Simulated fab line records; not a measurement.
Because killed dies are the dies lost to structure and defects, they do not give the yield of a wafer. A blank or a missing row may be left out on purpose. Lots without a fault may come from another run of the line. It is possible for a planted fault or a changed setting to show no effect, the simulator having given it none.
fab line records	flow nand-harc	part 1 of 2: steps 1 to 4 of 6
record: lots: 19	wafers: 57	last-day: 24
route steps=1159 shown P_M2@335 P_BONDPAD@368 A_ZERO_WELL@411 A_CHANNEL_HOLE_D1@473 A_CHANNEL_FILL_D1@496
lots that met no fault: from a run of the same line without faults
start-h: the number of hours between the record's first day and the start of the first shown wafer of the lot	wait-h: hours from the lot's prior step to this one	" as in the row above	L1.1+2: several wafers, shown together as one row	- value missing, or start not given	* or withheld: withheld	< > ~ a bound
route shown NAME@n: names a module that has steps shown in the file, with the first one's number in the route	usual: mean/standard deviation of fault-free wafers	same: alike in all rows	chamber/n: place in a boat	sites: each site's reading	_std_site: the standard deviation of these	_edge_site: the outer-site mean with the inner-site mean subtracted	radius-mm: how far each site lies from the wafer's centre	mask NAME#n: copy n	behind: the most recent tool/chamber to have shaped the wafer	hold: the reason the lot was held/the length of the hold in hours/how it ended	device: transistor that didn't switch, given as n, p or np	end of line: tests run on the same wafers once the route is complete	step lacking rows: just its recipe	killed: at the first sort, the dies lost to defects and structure; wafer yield is something else	map: a wafer's dies, x killed, . not, _ none there
set.NAME: the setting the step ran with; set.NAME@STEP: the setting that earlier step ran with	model.NAME: the simulator's own value behind a step, which no gauge read
a sample of lots followed through the steps of the route, with each step as a table and each wafer as a row
services: from which hour (start-h, from the record's first day; less than 0 if before it) a tool's chamber was out of use, for how many hours, and why
== steps ==
step: NHARC_P_M2_STRIP_18
recipe: power-w: 1000	n2-flow-sccm: 150	h2-flow-sccm: 150	ar-flow-sccm: 0	bias-w: 0	chemistry: N2/H2
usual: chamber-pressure-mTorr: 29.999/0.025	drypump-motor-current-A: 5.7/0.41	h2-flow-sccm: 150.0/0.48	oes-product-au: 0.999/0.0096	rf-vpp-V: 90.6/1.1	showerhead-plenum-p-Torr: 2.03/0.092	throttle-valve-pct: 14.172/0.0093
lot.wafer	tool	chamber	start-h	wait-h	chamber-pressure-mTorr	drypump-motor-current-A	h2-flow-sccm	oes-product-au	rf-hours-counter-h	rf-vpp-V	showerhead-plenum-p-Torr	throttle-valve-pct
L076.1	rie-diel-03	1	127.95	0.1	30.016	5.8	149.7	0.997	3	91.2	2.13	14.176
L076.2	"	0	"	"	29.993	4.9	149.6	0.988	3	88.6	1.98	14.165
L076.6	"	2	"	"	29.964	5.6	149.8	0.995	-	90.4	1.93	14.156
L075.4	rie-diel-03	0	128.41	0.1	30.013	4.9	150.6	0.987	3	91.5	1.98	14.158
L075.3	"	1	"	"	30.001	5.8	150.2	1.005	3	91.7	2.13	14.153
L075.5	"	1	"	"	29.998	5.8	149.4	1.004	-	90.9	2.12	14.176
L078.3	rie-diel-05	2	145.58	0.1	30.002	6.6	149.1	1.003	30	90.1	1.95	14.159
L078.1	"	3	"	"	29.982	5.7	150.0	0.998	30	90.6	2.14	14.177
L078.6	"	2	"	"	29.994	6.6	149.2	1.014	-	90.0	1.95	14.168
L077.2	rie-diel-02	2	145.86	0.1	30.009	5.4	150.6	0.986	61	90.7	2.15	14.165
L077.4	"	3	"	"	30.046	5.9	149.5	1.002	55	90.1	2.11	14.168
L077.1	"	1	"	"	30.032	5.9	150.4	1.002	63	92.2	2.06	14.167
L079.3	rie-diel-03	2	155.54	0.1	30.004	5.6	149.5	0.997	4	90.6	1.93	14.168
L079.1	"	0	"	"	30.017	5.0	150.4	1.002	4	90.1	1.98	14.170
L079.5	"	3	"	"	29.972	5.7	150.0	1.006	-	91.4	2.11	14.162
L081.2	rie-diel-03	0	161.17	0.1	29.992	4.9	150.3	1.008	5	92.2	1.98	14.174
L081.3	"	1	"	"	29.974	5.8	150.0	1.009	4	90.6	2.12	14.182
L081.4	"	3	"	"	30.016	5.6	150.2	1.004	-	89.0	2.11	14.189
L080.1	rie-diel-05	2	161.47	0.1	29.965	6.7	150.3	0.998	33	89.9	1.95	14.162
L080.4	"	0	"	"	29.985	5.8	149.8	0.987	-	89.6	1.92	14.174
L080.5	"	3	"	"	30.004	5.7	150.3	0.991	-	91.5	2.14	14.163
L084.4	rie-diel-03	0	183.05	0.1	30.023	4.9	150.3	1.011	5	90.4	1.98	14.174
L084.3	"	3	"	"	29.977	5.6	149.6	1.001	5	90.5	2.11	14.171
L084.5	"	1	"	"	29.971	5.8	150.0	1.007	-	91.4	2.12	14.183
L086.3	rie-diel-05	0	203.23	0.1	30.010	5.9	149.2	1.002	7	89.7	1.91	14.175
L086.1	"	1	"	"	29.983	5.2	150.4	0.996	7	89.9	1.92	14.172
L086.5	"	1	"	"	30.042	5.2	149.7	0.989	-	90.2	1.92	14.175
L088.3	rie-diel-03	2	203.67	0.1	30.040	5.5	149.4	0.999	6	90.8	1.93	14.162
L088.2	"	3	"	"	29.983	5.6	149.1	1.001	6	90.4	2.11	14.167
L088.4	"	2	"	"	30.030	5.5	150.2	0.997	-	89.6	1.93	14.160
L087.3	rie-diel-03	2	204.23	0.1	29.998	5.5	149.2	0.996	6	89.8	1.93	14.185
L087.2	"	3	"	"	30.085	5.6	149.9	1.010	6	89.4	2.11	14.170
L087.5	"	3	"	"	30.015	5.6	150.0	0.999	-	91.0	2.11	14.161
L085.4	rie-diel-03	3	207.12	0.1	30.016	5.6	149.7	0.977	6	90.4	2.11	14.173
L085.3	"	1	"	"	30.013	5.8	149.6	0.995	6	90.9	2.12	14.181
L085.5	"	3	"	"	29.965	5.6	149.5	0.989	-	91.0	2.11	14.172
L089.4	rie-diel-05	2	213.28	0.1	29.977	6.6	150.2	1.008	8	89.9	1.94	14.176
L089.6	"	3	"	"	29.944	5.7	149.8	0.982	-	90.3	2.14	14.167
L089.5	"	0	"	"	29.997	5.8	149.7	1.002	-	90.6	1.91	14.169
L092.3	rie-diel-03	0	227.40	0.1	29.988	4.9	149.6	1.010	0	91.1	1.98	14.169
L092.2	"	2	"	"	30.031	5.5	150.4	0.995	0	90.0	1.93	14.160
L092.6	"	0	"	"	30.011	4.9	150.1	1.011	-	90.3	1.98	14.153
L091.2	rie-diel-02	1	228.06	0.1	29.960	5.9	150.1	0.999	25	90.9	2.05	14.188
L091.1	"	0	"	"	29.970	6.4	151.2	0.998	21	89.4	1.91	14.170
L091.6	"	2	"	"	29.982	5.4	149.6	1.009	-	92.6	2.15	14.180
L094.4	rie-diel-05	2	245.28	0.1	30.039	6.6	149.8	0.991	13	89.6	1.94	14.174
L094.2	"	3	"	"	29.943	5.7	150.0	0.982	15	89.4	2.14	14.183
L094.6	"	0	"	"	29.993	5.8	149.5	1.003	-	89.2	1.91	14.172
L097.2	rie-diel-03	2	253.72	0.1	29.983	5.6	150.2	0.996	1	90.2	1.93	14.148
L097.1	"	1	"	"	29.993	5.7	150.6	0.995	1	92.7	2.12	14.175
L097.5	"	2	"	"	29.974	5.5	149.2	0.981	-	90.7	1.93	14.177
L095.4	rie-diel-05	2	254.80	0.1	29.999	6.7	149.4	0.992	15	89.3	1.94	14.168
L095.1	"	3	"	"	30.015	5.7	149.5	0.979	16	92.0	2.13	14.178
L095.6	"	2	"	"	29.997	6.7	149.6	0.992	-	89.0	1.94	14.161
L096.4	rie-diel-05	0	255.26	0.1	29.948	5.9	150.8	1.004	17	90.6	1.91	14.165
L096.3	"	2	"	"	29.979	6.6	150.2	0.997	15	90.4	1.94	14.169
L096.5	"	3	"	"	30.028	5.7	149.3	0.986	-	92.0	2.13	14.171
step: NHARC_P_BONDPAD_ETCH_37
recipe: target-depth-a: 600	overetch-a: 180	time-s: 65.91	ion-energy-ev: 200	n2-flow-sccm: 150	h2-flow-sccm: 150	ar-flow-sccm: 0	rf-w: 400	bias-w: 150	chemistry: N2/H2
usual: chamber-pressure-mTorr: 30.001/0.027	drypump-motor-current-A: 5.5/0.46	h2-flow-sccm: 150.0/0.42	oes-product-au: 1.002/0.0087	rf-vpp-V: 429.9/2.3	showerhead-plenum-p-Torr: 2.02/0.08	throttle-valve-pct: 14.171/0.0095
lot.wafer	tool	chamber	start-h	wait-h	chamber-pressure-mTorr	drypump-motor-current-A	h2-flow-sccm	oes-product-au	rf-hours-counter-h	rf-vpp-V	showerhead-plenum-p-Torr	throttle-valve-pct
L076.2	rie-diel-07	2	132.11	0.1	30.012	5.4	150.0	1.002	7	429.0	1.98	14.154
L076.1	"	0	"	"	30.016	6.3	150.0	0.997	6	433.1	2.14	14.184
L076.6	"	3	"	"	29.990	5.3	150.7	1.010	-	431.2	2.08	14.172
L075.3	rie-diel-07	2	133.10	0.1	29.965	5.3	150.1	1.002	7	428.3	1.98	14.173
L075.4	"	0	"	"	29.987	6.3	150.1	0.984	6	433.1	2.14	14.186
L075.5	"	3	"	"	30.035	5.3	150.0	0.994	-	432.2	2.08	14.179
L078.3	rie-diel-07	2	149.88	0.1	29.990	5.4	149.8	0.998	9	428.3	1.98	14.180
L078.1	"	1	"	"	29.987	4.9	150.0	1.007	9	427.4	1.94	14.156
L078.6	"	2	"	"	29.980	5.4	149.8	1.000	-	428.5	1.98	14.179
L077.2	rie-diel-07	3	150.37	0.1	30.016	5.3	149.5	0.999	9	430.5	2.08	14.179
L077.4	"	0	"	"	30.028	6.3	149.2	1.005	8	433.1	2.14	14.193
L077.1	"	2	"	"	29.996	5.4	149.7	0.994	9	426.4	1.98	14.159
L079.1	rie-diel-07	2	160.47	0.1	30.000	5.4	149.6	1.000	10	429.5	1.98	14.165
L079.3	"	0	"	"	29.961	6.3	149.6	1.002	8	432.5	2.14	14.182
L079.5	"	2	"	"	29.997	5.4	149.8	1.001	-	428.7	1.98	14.166
L081.2	rie-diel-07	2	165.39	0.1	29.997	5.4	149.9	0.998	11	430.7	1.98	14.168
L081.4	"	3	"	"	29.951	5.3	150.5	0.987	11	431.8	2.08	14.167
L081.3	"	0	"	"	29.985	6.3	150.2	1.000	9	433.1	2.14	14.151
L080.1	rie-diel-07	0	166.16	0.1	30.059	6.3	150.0	1.009	9	433.4	2.14	14.165
L080.4	"	3	"	"	30.001	5.3	149.6	0.990	11	430.6	2.08	14.158
L080.5	"	1	"	"	29.973	4.9	151.5	1.009	-	428.0	1.94	14.162
L084.3	rie-diel-06	1	187.35	0.1	30.004	6.0	150.1	1.012	38	431.7	2.07	14.163
L084.4	"	3	"	"	30.003	6.0	149.9	0.992	-	427.6	1.90	14.164
L084.5	"	1	"	"	30.018	6.0	150.2	1.008	-	430.2	2.07	14.175
L086.1	rie-diel-07	0	207.62	0.1	29.997	6.3	149.8	1.007	14	432.5	2.14	14.169
L086.3	"	1	"	"	29.999	4.9	150.4	1.019	14	426.5	1.94	14.187
L086.5	"	1	"	"	30.003	4.9	149.8	1.022	-	426.3	1.94	14.161
L088.4	rie-diel-07	1	208.33	0.1	29.952	5.0	150.0	1.003	14	427.8	1.94	14.162
L088.2	"	2	"	"	29.997	5.3	150.2	0.984	14	428.9	1.98	14.182
L088.3	"	3	"	"	29.935	5.3	150.5	0.992	15	432.7	2.08	14.167
L087.2	rie-diel-06	1	209.20	0.1	29.975	6.0	149.8	1.003	48	431.6	2.07	14.187
L087.3	"	2	"	"	30.088	5.5	150.2	1.002	51	426.9	1.88	14.172
L087.5	"	2	"	"	29.993	5.4	150.8	1.008	-	427.2	1.88	14.175
L085.4	rie-diel-07	3	211.40	0.1	30.012	5.3	150.2	1.009	15	431.8	2.08	14.167
L085.3	"	2	"	"	30.008	5.4	149.5	1.005	15	427.5	1.98	14.157
L085.5	"	3	"	"	29.993	5.3	149.9	1.002	-	430.1	2.08	14.172
L089.4	rie-diel-07	3	217.39	0.1	30.045	5.3	150.4	0.989	16	430.8	2.08	14.161
L089.6	"	2	"	"	30.001	5.4	150.0	0.995	-	429.5	1.98	14.176
L089.5	"	3	"	"	30.018	5.3	149.8	0.994	-	431.7	2.08	14.174
L092.2	rie-diel-13	1	231.55	0.1	30.009	5.6	149.6	1.008	46	430.0	2.06	14.161
L092.3	"	0	"	"	30.009	5.1	149.9	1.005	51	426.9	1.95	14.178
L092.6	"	2	"	"	29.986	5.7	149.6	0.999	-	427.6	1.96	14.166
L091.1	rie-diel-06	3	232.31	0.1	30.011	6.0	150.5	0.999	54	428.8	1.90	14.184
L091.2	"	1	"	"	29.967	6.0	149.8	0.995	55	430.9	2.06	14.180
L091.6	"	2	"	"	30.002	5.4	150.1	0.999	-	425.5	1.88	14.177
L094.2	rie-diel-07	3	249.63	0.1	29.970	5.3	149.7	1.001	1	431.9	2.08	14.176
L094.4	"	0	"	"	29.983	6.3	149.3	0.990	1	431.8	2.13	14.163
L094.6	"	2	"	"	29.971	5.4	149.5	0.986	-	430.2	1.98	14.168
L097.2	rie-diel-13	0	258.04	0.1	30.024	5.1	150.4	1.009	60	429.3	1.94	14.177
L097.1	"	2	"	"	30.034	5.7	149.2	0.995	60	429.0	1.96	14.165
L097.5	"	0	"	"	30.002	5.1	150.7	1.008	-	429.5	1.94	14.154
L095.4	rie-diel-07	1	258.94	0.1	30.002	4.9	149.7	1.020	1	429.5	1.94	14.180
L095.1	"	3	"	"	29.975	5.3	150.1	1.006	2	431.4	2.08	14.177
L095.6	"	1	"	"	30.013	4.9	149.6	1.017	-	429.5	1.94	14.172
L096.3	rie-diel-06	3	259.54	0.1	29.962	6.0	149.7	0.976	2	426.7	1.90	14.176
L096.4	"	2	"	"	30.004	5.5	150.0	0.989	2	435.8	2.22	14.175
L096.5	"	0	"	"	30.013	5.1	150.0	1.002	-	430.2	1.97	14.161
step: NHARC_A_ZERO_WELL_RTA_16
recipe: temp-c: 1000	time-s: 10
usual: lamp-power-pct: 27.4/1.8	lamp_zone_4_pct: 27.4/1.8	wafer_temp_C_max: 1004.6/2.3
lot.wafer	tool	chamber	start-h	wait-h	lamp-power-pct	lamp_zone_4_pct	wafer_temp_C_max
L076.1	rtp-anneal-01	0	137.30	-	29.5	29.5	1006.9
L076.2	"	0	"	"	29.5	29.5	1008.4
L076.6	"	0	"	"	29.5	29.5	1005.7
L075.3	rtp-anneal-02	0	138.23	-	25.9	25.8	1003.3
L075.4	"	0	"	"	25.9	25.9	1002.9
L075.5	"	0	"	"	26.0	25.9	1003.7
L078.1	rtp-anneal-02	0	155.08	-	25.9	25.9	1003.6
L078.3	"	0	"	"	25.9	25.9	1002.0
L078.6	"	0	"	"	25.9	25.9	1003.8
L077.1	rtp-anneal-02	0	155.37	-	25.9	25.9	1002.1
L077.2	"	0	"	"	25.9	25.8	1003.1
L077.4	"	0	"	"	25.9	25.9	1003.1
L079.1	rtp-anneal-01	0	165.52	-	29.5	29.5	1006.8
L079.3	"	0	"	"	29.5	29.6	1009.2
L079.5	"	0	"	"	29.5	29.6	1006.8
L081.2	rtp-anneal-01	0	170.33	-	29.6	29.5	1007.2
L081.3	"	0	"	"	29.6	29.6	1009.5
L081.4	"	0	"	"	29.5	29.5	1005.1
L080.1	rtp-anneal-01	0	171.13	-	29.4	29.5	1008.8
L080.4	"	0	"	"	29.5	29.5	1005.3
L080.5	"	0	"	"	29.5	29.5	1007.5
L084.3	rtp-anneal-02	0	192.51	-	25.9	25.9	1004.1
L084.4	"	0	"	"	25.9	25.9	1002.4
L084.5	"	0	"	"	25.9	25.9	1002.1
L086.1	rtp-anneal-02	0	212.87	-	25.9	25.9	1002.6
L086.3	"	0	"	"	25.9	25.9	1002.8
L086.5	"	0	"	"	25.9	25.9	1003.1
L088.2	rtp-anneal-02	0	213.45	-	25.9	25.9	1003.2
L088.3	"	0	"	"	25.9	25.9	1001.8
L088.4	"	0	"	"	25.8	25.9	1003.5
L087.2	rtp-anneal-01	0	214.23	-	29.6	29.6	1006.2
L087.3	"	0	"	"	29.5	29.6	1005.9
L087.5	"	0	"	"	29.5	29.5	1007.6
L085.3	rtp-anneal-02	0	216.52	-	25.9	25.9	1002.1
L085.4	"	0	"	"	25.9	25.9	1002.1
L085.5	"	0	"	"	25.9	25.9	1002.5
L089.4	rtp-anneal-02	0	222.45	-	25.9	25.9	1002.9
L089.5	"	0	"	"	25.9	25.9	1002.7
L089.6	"	0	"	"	25.9	25.9	1002.4
L092.2	rtp-anneal-02	0	236.78	-	25.9	25.9	1003.7
L092.3	"	0	"	"	25.9	25.9	1002.6
L092.6	"	0	"	"	25.9	25.9	1002.7
L091.1	rtp-anneal-01	0	237.53	-	29.5	29.5	1006.5
L091.2	"	0	"	"	29.5	29.6	1007.9
L091.6	"	0	"	"	29.6	29.6	1006.5
L094.2	rtp-anneal-01	0	254.58	-	29.5	29.5	1007.8
L094.4	"	0	"	"	29.5	29.6	1008.1
L094.6	"	0	"	"	29.5	29.5	1005.6
L097.1	rtp-anneal-02	0	263.11	-	26.0	25.9	1002.4
L097.2	"	0	"	"	25.9	25.9	1002.7
L097.5	"	0	"	"	25.9	25.9	1002.5
L095.1	rtp-anneal-02	0	264.05	-	25.9	25.9	1002.6
L095.4	"	0	"	"	25.9	25.9	1001.4
L095.6	"	0	"	"	25.9	25.9	1003.1
L096.3	rtp-anneal-02	0	264.65	-	25.9	25.8	1004.6
L096.4	"	0	"	"	25.9	25.9	1003.3
L096.5	"	0	"	"	25.9	25.9	1003.4
step: NHARC_A_CHANNEL_HOLE_D1_ETCH_21
recipe: bias-v: 3000	source-w: withheld	pressure-mtorr: 20	time-s: 514.3	ar-flow-sccm: 375	c4f8-flow-sccm: 89.3	o2-flow-sccm: 35.7	temp-c: -20	target-depth-a: 16000	chemistry: C4F8/O2/Ar
usual: chamber-pressure-mTorr: 20.000/0.018	drypump-motor-current-A: 5.8/0.64	showerhead-plenum-p-Torr: 3.75/0.084	throttle-valve-pct: 32.156/0.0099
lot.wafer	tool	chamber	start-h	wait-h	chamber-pressure-mTorr	drypump-motor-current-A	rf-hours-counter-h	showerhead-plenum-p-Torr	throttle-valve-pct
L076.1	har-etch-02	0	175.50	0.3	20.013	5.1	104	3.87	32.165
L076.2	"	1	"	"	19.991	5.5	104	3.78	32.151
L076.6	"	1	"	"	20.025	5.5	-	3.78	32.148
L075.3	har-etch-01	0	176.42	0.3	19.982	6.8	-	3.80	32.131
L075.4	"	1	"	"	20.007	5.5	-	3.64	32.148
L075.5	"	0	"	"	20.029	6.7	-	3.80	32.146
L077.1	har-etch-02	1	194.02	0.3	20.031	5.5	110	3.78	32.152
L077.2	"	0	"	"	20.002	5.1	110	3.87	32.139
L077.4	"	1	"	"	20.023	5.5	-	3.78	32.158
L078.1	har-etch-01	0	194.15	0.3	20.013	6.8	195	3.80	32.157
L078.3	"	0	"	"	20.014	6.7	-	3.79	32.153
L078.6	"	1	"	"	20.028	5.4	-	3.64	32.153
L079.1	har-etch-02	1	205.70	0.3	19.973	5.5	115	3.78	32.154
L079.3	"	0	"	"	19.973	5.1	-	3.87	32.160
L079.5	"	1	"	"	19.993	5.5	-	3.78	32.145
L080.1	har-etch-02	1	211.65	0.3	20.024	5.5	119	3.77	32.161
L080.4	"	1	"	"	19.996	5.5	-	3.77	32.165
L080.5	"	1	"	"	19.989	5.5	-	3.77	32.167
L081.2	har-etch-01	0	214.82	0.3	20.023	6.8	200	3.79	32.164
L081.3	"	1	"	"	20.004	5.5	-	3.64	32.160
L081.4	"	0	"	"	20.011	6.8	-	3.79	32.138
L084.3	har-etch-01	0	231.08	0.3	20.029	6.8	-	3.79	32.163
L084.4	"	1	"	"	20.002	5.5	-	3.63	32.139
L084.5	"	0	"	"	19.998	6.8	-	3.79	32.161
L086.1	har-etch-01	1	252.31	0.3	20.014	5.5	217	3.63	32.162
L086.3	"	1	"	"	19.972	5.5	-	3.63	32.165
L086.5	"	0	"	"	20.010	6.8	-	3.78	32.162
L088.2	har-etch-02	0	252.93	0.3	19.968	5.1	136	3.86	32.154
L088.3	"	1	"	"	19.985	5.5	-	3.77	32.155
L088.4	"	0	"	"	20.002	5.1	-	3.86	32.162
L087.2	har-etch-01	0	256.48	0.3	19.976	6.8	220	3.78	32.150
L087.3	"	0	"	"	20.018	6.8	-	3.78	32.154
L087.5	"	1	"	"	20.006	5.5	-	3.63	32.165
L085.4	har-etch-02	0	260.54	0.3	19.999	5.1	-	3.85	32.190
L085.3	"	1	"	"	19.981	5.5	-	3.76	32.158
L085.5	"	0	"	"	20.000	5.1	-	3.85	32.151
L089.4	har-etch-01	1	262.68	0.3	20.020	5.5	-	3.62	32.177
L089.6	"	1	"	"	19.997	5.5	-	3.62	32.166
L089.5	"	0	"	"	20.008	6.7	-	3.78	32.166
L091.2	har-etch-02	0	278.22	0.3	19.973	5.1	148	3.85	32.152
L091.1	"	1	"	"	19.992	5.5	148	3.76	32.134
L091.6	"	0	"	"	20.020	5.1	-	3.85	32.146
L092.2	har-etch-02	1	282.43	0.3	19.988	5.5	152	3.76	32.142
L092.3	"	1	"	"	20.001	5.5	-	3.76	32.171
L092.6	"	0	"	"	19.979	5.1	-	3.85	32.143
L094.2	har-etch-01	0	292.69	0.3	20.004	6.8	238	3.77	32.149
L094.4	"	0	"	"	19.980	6.8	-	3.77	32.155
L094.6	"	1	"	"	19.997	5.4	-	3.62	32.138
L097.2	har-etch-01	1	302.85	0.3	20.031	5.5	241	3.61	32.161
L097.1	"	0	"	"	20.019	6.8	241	3.77	32.147
L097.5	"	0	"	"	19.989	6.8	-	3.77	32.173
L096.4	har-etch-02	1	303.91	0.3	20.027	5.5	-	3.75	32.156
L096.3	"	0	"	"	19.992	5.1	-	3.84	32.163
L096.5	"	1	"	"	20.007	5.5	-	3.75	32.151
L095.1	har-etch-02	1	307.99	0.3	20.004	5.5	164	3.75	32.162
L095.4	"	0	"	"	19.996	5.1	-	3.84	32.152
L095.6	"	0	"	"	19.994	5.1	-	3.84	32.154
